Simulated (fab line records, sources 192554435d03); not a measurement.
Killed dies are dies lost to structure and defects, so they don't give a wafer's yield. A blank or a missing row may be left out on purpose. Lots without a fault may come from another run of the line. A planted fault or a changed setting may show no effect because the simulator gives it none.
Which tool did it? | flow n5_finfet | 24 lots, 72 wafers sampled, at 5 steps of a route of 1938

WHAT THE GAUGES READ, wafer by wafer
N5_MOL_CONTACT_COAG_CD_MEAS_84: target cd 25.1 nm. Usual: cd_nm 25.10 nm, standard deviation 0.23.
lot  | measured     | on        | cd_nm (nm)        | flag
L074 | day 5 02:02  | cd_sem-01 | 25.33 25.24 25.17 |
L075 | day 5 11:42  | cd_sem-01 | 25.32 24.97 25.05 |
L076 | day 5 14:09  | cd_sem-02 | 25.13 24.91 24.77 |
L078 | day 6 01:52  | cd_sem-03 | 25.04 24.90 24.72 |
L077 | day 6 02:39  | cd_sem-03 | 24.51 24.84 25.00 |
L079 | day 6 06:29  | cd_sem-03 | 25.08 24.82 25.09 |
L080 | day 6 16:17  | cd_sem-02 | 25.37 25.01 24.93 |
L081 | day 6 20:20  | cd_sem-02 | 25.42 24.82 25.09 |
L082 | day 7 08:26  | cd_sem-01 | 24.98 25.12 25.12 |
L083 | day 7 08:44  | cd_sem-01 | 25.19 25.15 25.13 |
L084 | day 7 11:45  | cd_sem-02 | 24.68 25.13 24.98 |
L085 | day 7 20:49  | cd_sem-01 | 25.04 25.02 25.22 |
L086 | day 8 06:28  | cd_sem-03 | 25.82 25.62 25.16 |
L087 | day 8 06:08  | cd_sem-03 | 25.45 25.33 25.24 |
L088 | day 8 22:13  | cd_sem-02 | 25.08 25.30 24.98 |
L089 | day 8 22:32  | cd_sem-01 | 24.81 24.91 25.21 |
L090 | day 9 06:05  | cd_sem-01 | 24.95 25.16 25.27 |
L091 | day 9 09:04  | cd_sem-03 | 25.16 24.84 25.38 |
L092 | day 9 14:43  | cd_sem-03 | 25.09 24.87 25.29 |
L093 | day 9 22:29  | cd_sem-03 | 24.99 24.85 25.14 |
L094 | day 9 22:50  | cd_sem-02 | 25.12 25.31 25.08 |
L095 | day 10 04:47 | cd_sem-01 | 25.08 24.97 24.42 |
L096 | day 10 13:15 | cd_sem-03 | 25.14 25.18 24.93 |
L097 | day 11 01:43 | cd_sem-03 | 25.11 25.15 25.44 |

WHICH TOOL RAN EACH LOT (tool, then ch and the chambers of the sampled wafers, then the start)
lot  | N5_GATE_CUT_CMP_43            | N5_MOL_CONTACT_COAG_STRIP_98       | N5_MOL_CONTACT_COAG_SPUTTER_130 | N5_MOL_CONTACT_COAG_ALD_27
L074 | cmp-01 ch 1,2,3, day 4 14:15  | rie_diel-06 ch 0,1,3, day 4 15:28  | pvd_sputter-02, day 4 22:04     | ald_sin-02 ch 2,3, day 4 23:04
L075 | cmp-01 ch 0,1,3, day 4 22:43  | rie_diel-05 ch 1,3, day 5 00:13    | pvd_sputter-01, day 5 07:21     | ald_sin-01 ch 1,3, day 5 08:42
L076 | cmp-03 ch 1,2, day 5 03:44    | rie_diel-02 ch 0,1,3, day 5 05:14  | pvd_sputter-02, day 5 10:16     | ald_sin-04 ch 2,3, day 5 11:17
L078 | cmp-03 ch 1,2,3, day 5 14:37  | rie_diel-05 ch 1,2,3, day 5 16:12  | pvd_sputter-01, day 5 21:34     | ald_sin-01 ch 0,1,2, day 5 22:38
L077 | cmp-02 ch 2,3, day 5 14:49    | rie_diel-02 ch 0,1,3, day 5 16:22  | pvd_sputter-01, day 5 22:04     | ald_sin-04 ch 0,2,3, day 5 23:47
L079 | cmp-01 ch 2,3, day 5 21:08    | rie_diel-02 ch 0,2, day 5 22:36    | pvd_sputter-01, day 6 02:45     | ald_sin-02 ch 1,2, day 6 03:45
L080 | cmp-01 ch 0,1,3, day 6 03:34  | rie_diel-05 ch 2,3, day 6 05:03    | pvd_sputter-03, day 6 12:13     | ald_sin-04 ch 0,3, day 6 13:15
L081 | cmp-03 ch 0,1, day 6 10:11    | rie_diel-06 ch 1,3, day 6 11:46    | pvd_sputter-01, day 6 16:17     | ald_sin-02 ch 0,1,3, day 6 17:17
L082 | cmp-02 ch 0,1, day 6 17:37    | rie_diel-02 ch 1,2,3, day 6 19:30  | pvd_sputter-02, day 7 04:16     | ald_sin-02 ch 0,1,2, day 7 05:16
L083 | cmp-01 ch 0,1,3, day 6 20:46  | rie_diel-02 ch 1,2,3, day 6 22:14  | pvd_sputter-03, day 7 04:40     | ald_sin-04 ch 0,1,2, day 7 05:52
L084 | cmp-02 ch 1,2,3, day 7 01:10  | rie_diel-06 ch 2,3, day 7 02:23    | pvd_sputter-03, day 7 07:53     | ald_sin-01 ch 0,1, day 7 08:53
L085 | cmp-03 ch 1,2,3, day 7 09:48  | rie_diel-02 ch 2,3, day 7 11:24    | pvd_sputter-02, day 7 16:47     | ald_sin-04 ch 0,2,3, day 7 17:47
L086 | cmp-03 ch 1,2, day 7 17:02    | rie_diel-02 ch 0,2,3, day 7 19:40  | pvd_sputter-02, day 8 02:04     | ald_sin-02 ch 0,1, day 8 03:43
L087 | cmp-03 ch 0,3, day 7 20:55    | rie_diel-05 ch 0,1, day 7 22:22    | pvd_sputter-02, day 8 02:20     | ald_sin-04 ch 0,3, day 8 03:23
L088 | cmp-02 ch 2,3, day 8 04:06    | rie_diel-06 ch 0,3, day 8 05:29    | pvd_sputter-02, day 8 14:42     | ald_sin-01 ch 1,3, day 8 16:55
L089 | cmp-03 ch 0,1,3, day 8 06:17  | rie_diel-05 ch 2,3, day 8 07:42    | pvd_sputter-02, day 8 15:10     | ald_sin-01 ch 1,2,3, day 8 18:33
L090 | cmp-02 ch 0,2,3, day 8 16:22  | rie_diel-02 ch 0,1,3, day 8 17:41  | pvd_sputter-03, day 9 01:41     | ald_sin-01 ch 1,2,3, day 9 03:13
L091 | cmp-01 ch 2,3, day 8 21:44    | rie_diel-05 ch 0,1, day 8 23:28    | pvd_sputter-01, day 9 05:19     | ald_sin-02 ch 0,3, day 9 06:19
L092 | cmp-01 ch 0,1,3, day 9 03:09  | rie_diel-02 ch 1,2,3, day 9 04:53  | pvd_sputter-02, day 9 10:58     | ald_sin-04 ch 0,1,3, day 9 11:58
L093 | cmp-03 ch 0,1,2, day 9 11:49  | rie_diel-02 ch 0,3, day 9 13:15    | pvd_sputter-02, day 9 18:34     | ald_sin-01 ch 0,3, day 9 19:36
L094 | cmp-02 ch 0,2, day 9 12:04    | rie_diel-02 ch 0,1,2, day 9 13:39  | pvd_sputter-03, day 9 18:58     | ald_sin-04 ch 0,1,2, day 9 20:05
L095 | cmp-02 ch 0,1,2, day 9 18:29  | rie_diel-02 ch 0,1,3, day 9 19:57  | pvd_sputter-03, day 10 00:53    | ald_sin-02 ch 0,3, day 10 01:55
L096 | cmp-01 ch 0,1,2, day 10 00:21 | rie_diel-06 ch 0,1,3, day 10 01:55 | pvd_sputter-01, day 10 08:46    | ald_sin-04 ch 0,2,3, day 10 10:21
L097 | cmp-01 ch 0,2,3, day 10 12:05 | rie_diel-02 ch 0,3, day 10 13:37   | pvd_sputter-02, day 10 21:38    | ald_sin-01 ch 0,1,3, day 10 22:40
- N5_GATE_CUT_CMP_43: polishes SiO2.
- N5_MOL_CONTACT_COAG_STRIP_98: strips in N2/H2.
- N5_MOL_CONTACT_COAG_SPUTTER_130: material Co, target thk 47.5 nm.
- N5_MOL_CONTACT_COAG_ALD_27: deposits SiOC, target thk 17 nm, pulse time 1.5 s, time 2720 s.

WHAT THE TOOLS THEMSELVES READ (means of the sampled wafers that have a number; where no wafer has one, the mark that the record gives instead)
N5_GATE_CUT_CMP_43. Usual: motor_current_A 12.2 A, standard deviation 1.3.
lot  | tool   | motor_current_A (A) | flag
L074 | cmp-01 | 11.5                |
L075 | cmp-01 | 12.7                |
L076 | cmp-03 | 10.7                |
L078 | cmp-03 | 11.9                |
L077 | cmp-02 | 12.2                |
L079 | cmp-01 | 11.2                |
L080 | cmp-01 | 12.8                |
L081 | cmp-03 | 12.8                |
L082 | cmp-02 | 10.7                |
L083 | cmp-01 | 12.8                |
L084 | cmp-02 | 12.1                |
L085 | cmp-03 | 12.1                |
L086 | cmp-03 | 11.4                |
L087 | cmp-03 | 13.3                |
L088 | cmp-02 | 12.1                |
L089 | cmp-03 | 12.3                |
L090 | cmp-02 | 11.7                |
L091 | cmp-01 | 11.2                |
L092 | cmp-01 | 12.6                |
L093 | cmp-03 | 12.4                |
L094 | cmp-02 | 11.2                |
L095 | cmp-02 | 11.2                |
L096 | cmp-01 | 12.6                |
L097 | cmp-01 | 12.5                |

N5_MOL_CONTACT_COAG_STRIP_98. Usual: drypump_motor_current_A 5.7 A, standard deviation 0.48; oes_product_au 0.79 a.u., standard deviation 0.1; rf_vpp_V 54.1 V, standard deviation 1.6; showerhead_plenum_p_Torr 3.39 Torr, standard deviation 0.083; throttle_valve_pct 18.9 %, standard deviation 0.32.
lot  | tool        | drypump_motor_current_A (A) | oes_product_au (a.u.) | rf_vpp_V (V) | showerhead_plenum_p_Torr (Torr) | throttle_valve_pct (%) | flag
L074 | rie_diel-06 | 5.8                         | 0.88                  | 54.3         | 3.41                            | 18.9                   |
L075 | rie_diel-05 | 5.4                         | 0.82                  | 54.7         | 3.39                            | 19.0                   |
L076 | rie_diel-02 | 5.5                         | 0.70                  | 53.8         | 3.31                            | 18.9                   |
L078 | rie_diel-05 | 5.4                         | 0.81                  | 55.8         | 3.38                            | 19.0                   |
L077 | rie_diel-02 | 5.5                         | 0.70                  | 55.0         | 3.30                            | 18.9                   |
L079 | rie_diel-02 | 5.4                         | 0.78                  | 54.0         | 3.44                            | 19.1                   |
L080 | rie_diel-05 | 5.5                         | 0.77                  | 52.5         | 3.38                            | 18.9                   |
L081 | rie_diel-06 | 5.8                         | 0.84                  | 54.8         | 3.42                            | 18.8                   |
L082 | rie_diel-02 | 5.7                         | 0.86                  | 55.6         | 3.42                            | 18.7                   |
L083 | rie_diel-02 | 5.7                         | 0.86                  | 54.9         | 3.42                            | 18.7                   |
L084 | rie_diel-06 | 6.0                         | 0.73                  | 55.0         | 3.33                            | 18.7                   |
L085 | rie_diel-02 | 6.0                         | 0.92                  | 52.1         | 3.46                            | 18.7                   |
L086 | rie_diel-02 | 5.8                         | 0.84                  | 53.3         | 3.46                            | 18.8                   |
L087 | rie_diel-05 | 5.7                         | 0.74                  | 52.9         | 3.35                            | 19.0                   |
L088 | rie_diel-06 | 5.8                         | 0.84                  | 54.4         | 3.37                            | 19.1                   |
L089 | rie_diel-05 | 5.4                         | 0.76                  | 55.5         | 3.37                            | 19.0                   |
L090 | rie_diel-02 | 5.5                         | 0.77                  | 52.8         | 3.43                            | 18.8                   |
L091 | rie_diel-05 | 5.9                         | 0.72                  | 53.5         | 3.34                            | 19.1                   |
L092 | rie_diel-02 | 5.7                         | 0.82                  | 53.6         | 3.41                            | 18.7                   |
L093 | rie_diel-02 | 6.0                         | 0.85                  | 54.7         | 3.50                            | 18.5                   |
L094 | rie_diel-02 | 5.3                         | 0.73                  | 53.2         | 3.38                            | 19.0                   |
L095 | rie_diel-02 | 5.5                         | 0.77                  | 53.7         | 3.42                            | 18.8                   |
L096 | rie_diel-06 | 5.8                         | 0.81                  | 53.2         | 3.39                            | 18.9                   |
L097 | rie_diel-02 | 6.0                         | 0.82                  | 55.0         | 3.50                            | 18.5                   |

N5_MOL_CONTACT_COAG_SPUTTER_130. Usual: susceptor_temp_C 25.00 C, standard deviation 0.11; throttle_valve_pct 30.0 %, standard deviation 0.9.
lot  | tool           | susceptor_temp_C (C) | throttle_valve_pct (%) | flag
L074 | pvd_sputter-02 | 24.93                | 29.8                   |
L075 | pvd_sputter-01 | 24.96                | 30.3                   |
L076 | pvd_sputter-02 | 25.03                | 30.6                   |
L078 | pvd_sputter-01 | 25.05                | 29.4                   |
L077 | pvd_sputter-01 | 25.08                | 29.3                   |
L079 | pvd_sputter-01 | 25.02                | 29.2                   |
L080 | pvd_sputter-03 | 24.97                | 29.9                   |
L081 | pvd_sputter-01 | 24.95                | 30.0                   |
L082 | pvd_sputter-02 | 24.96                | 30.7                   |
L083 | pvd_sputter-03 | 24.97                | 29.5                   |
L084 | pvd_sputter-03 | 24.83                | 30.3                   |
L085 | pvd_sputter-02 | 24.98                | 30.0                   |
L086 | pvd_sputter-02 | 25.02                | 30.5                   |
L087 | pvd_sputter-02 | 25.00                | 29.9                   |
L088 | pvd_sputter-02 | 24.90                | 29.7                   |
L089 | pvd_sputter-02 | 25.08                | 31.2                   |
L090 | pvd_sputter-03 | 25.04                | 29.5                   |
L091 | pvd_sputter-01 | 25.08                | 29.9                   |
L092 | pvd_sputter-02 | 24.91                | 30.1                   |
L093 | pvd_sputter-02 | 25.08                | 30.1                   |
L094 | pvd_sputter-03 | 25.00                | 30.6                   |
L095 | pvd_sputter-03 | 25.00                | 29.2                   |
L096 | pvd_sputter-01 | 24.94                | 30.3                   |
L097 | pvd_sputter-02 | 25.02                | 30.5                   |

N5_MOL_CONTACT_COAG_ALD_27. Usual: heater_power_outer_w 534 W, standard deviation 55; heater_power_w 853 W, standard deviation 66; precursor_pulse_height_rel 0.999, standard deviation 0.019; susceptor_temp_C 399.99 C, standard deviation 0.21.
lot  | tool       | heater_power_outer_w (W) | heater_power_w (W) | precursor_pulse_height_rel | susceptor_temp_C (C) | flag
L074 | ald_sin-02 | 617                      | 944                | 1.016                      | 399.96               |
L075 | ald_sin-01 | 499                      | 815                | 1.001                      | 399.93               |
L076 | ald_sin-04 | 490                      | 821                | 1.021                      | 399.98               |
L078 | ald_sin-01 | 521                      | 813                | 0.999                      | 399.87               |
L077 | ald_sin-04 | 523                      | 844                | 0.978                      | 400.12               |
L079 | ald_sin-02 | 600                      | 949                | 0.991                      | 399.85               |
L080 | ald_sin-04 | 555                      | 893                | 0.992                      | 400.04               |
L081 | ald_sin-02 | 574                      | 879                | 0.988                      | 399.94               |
L082 | ald_sin-02 | 566                      | 916                | 1.004                      | 399.90               |
L083 | ald_sin-04 | 527                      | 846                | 1.006                      | 399.95               |
L084 | ald_sin-01 | 515                      | 797                | 0.978                      | 400.06               |
L085 | ald_sin-04 | 520                      | 843                | 0.995                      | 399.98               |
L086 | ald_sin-02 | 531                      | 832                | 0.991                      | 399.97               |
L087 | ald_sin-04 | 527                      | 855                | 1.011                      | 399.88               |
L088 | ald_sin-01 | 511                      | 834                | 1.009                      | 400.10               |
L089 | ald_sin-01 | 510                      | 843                | 1.003                      | 399.99               |
L090 | ald_sin-01 | 515                      | 837                | 1.003                      | 400.11               |
L091 | ald_sin-02 | 541                      | 853                | 1.000                      | 400.31               |
L092 | ald_sin-04 | 513                      | 838                | 1.012                      | 400.12               |
L093 | ald_sin-01 | 511                      | 856                | 0.999                      | 399.96               |
L094 | ald_sin-04 | 516                      | 840                | 1.003                      | 399.78               |
L095 | ald_sin-02 | 607                      | 910                | 1.007                      | 399.67               |
L096 | ald_sin-04 | 532                      | 860                | 1.001                      | 399.97               |
L097 | ald_sin-01 | 505                      | 831                | 0.994                      | 399.78               |

THE ANSWER, worked out from the rows above alone
Rule: a lot is off if the mean of its wafers that have a number lies more than 3 standard deviations from the usual mean. A lot without any number at a reading at which 4 lots or more have one is off too. The other lots that the step has rows for count as sound. The gauges are gone through in route order, then the tools' own readings, and for those a lot's mean is taken as printed above. The first step at which some lot is off is used, and at that step the reading that is off furthest; a lot without a number counts as furthest.
No lot is off at any reading shown: from this, nothing can be told.

WHAT THE SIMULATOR HAD PUT IN
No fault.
